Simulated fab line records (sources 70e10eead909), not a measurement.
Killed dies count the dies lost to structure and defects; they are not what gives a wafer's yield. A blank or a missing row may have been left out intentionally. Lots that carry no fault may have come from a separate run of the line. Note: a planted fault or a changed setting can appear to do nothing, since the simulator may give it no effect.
Chamber matching / flow nand_harc / NHARC_P_M1_DESCUM_14 on rie_diel-05 has 4 sister chambers
The step chemistry O2, time 3 s. 4 wafers are shown with their chamber, then 9 later ones without.

## WAFERS, EACH WITH ITS CHAMBER
wafer=L738.1; chamber=3; showerhead_plenum_p_Torr (Torr)=1.86
wafer=L739.6; chamber=1; showerhead_plenum_p_Torr (Torr)=1.86
wafer=L748.3; chamber=0; showerhead_plenum_p_Torr (Torr)=1.88
wafer=L748.6; chamber=2; showerhead_plenum_p_Torr (Torr)=1.80

## WAFERS WITH NO CHAMBER GIVEN
wafer=L751.1; showerhead_plenum_p_Torr (Torr)=1.88
wafer=L751.3; showerhead_plenum_p_Torr (Torr)=1.86
wafer=L751.6; showerhead_plenum_p_Torr (Torr)=1.86
wafer=L752.3; showerhead_plenum_p_Torr (Torr)=1.86
wafer=L752.4; showerhead_plenum_p_Torr (Torr)=1.80
wafer=L752.5; showerhead_plenum_p_Torr (Torr)=1.86
wafer=L754.2; showerhead_plenum_p_Torr (Torr)=1.80
wafer=L754.3; showerhead_plenum_p_Torr (Torr)=1.87
wafer=L754.5; showerhead_plenum_p_Torr (Torr)=1.86

## THE CHAMBER EACH PASSED THROUGH
wafer=L751.1; from the rows above=0; in truth=0
wafer=L751.3; from the rows above=can't be placed: 1 or 3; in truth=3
wafer=L751.6; from the rows above=can't be placed: 1 or 3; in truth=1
wafer=L752.3; from the rows above=can't be placed: 1 or 3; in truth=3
wafer=L752.4; from the rows above=2; in truth=2
wafer=L752.5; from the rows above=can't be placed: 1 or 3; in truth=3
wafer=L754.2; from the rows above=2; in truth=2
wafer=L754.3; from the rows above=can't be placed: 0 or 1 or 3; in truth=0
wafer=L754.5; from the rows above=can't be placed: 1 or 3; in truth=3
Correct placement for 3 of the 9. From these rows, 6 cannot be placed; in 6 the true chamber is one of the candidates. Number placed wrongly: 0.
How it was worked out, from the rows above alone: a wafer's distance from a chamber is the root of the sum, over the readings, of the square of ((its reading less the chamber's mean) divided by the reading's scatter). If the next closest chamber is less than 2 further off than the closest, the wafer can't be placed; otherwise it belongs to the closest. Each chamber's mean is taken over the wafers shown for it. The scatter (one wafer shown for each chamber): square how far every hidden wafer sits from the nearest shown wafer, average those squares and take the square root.
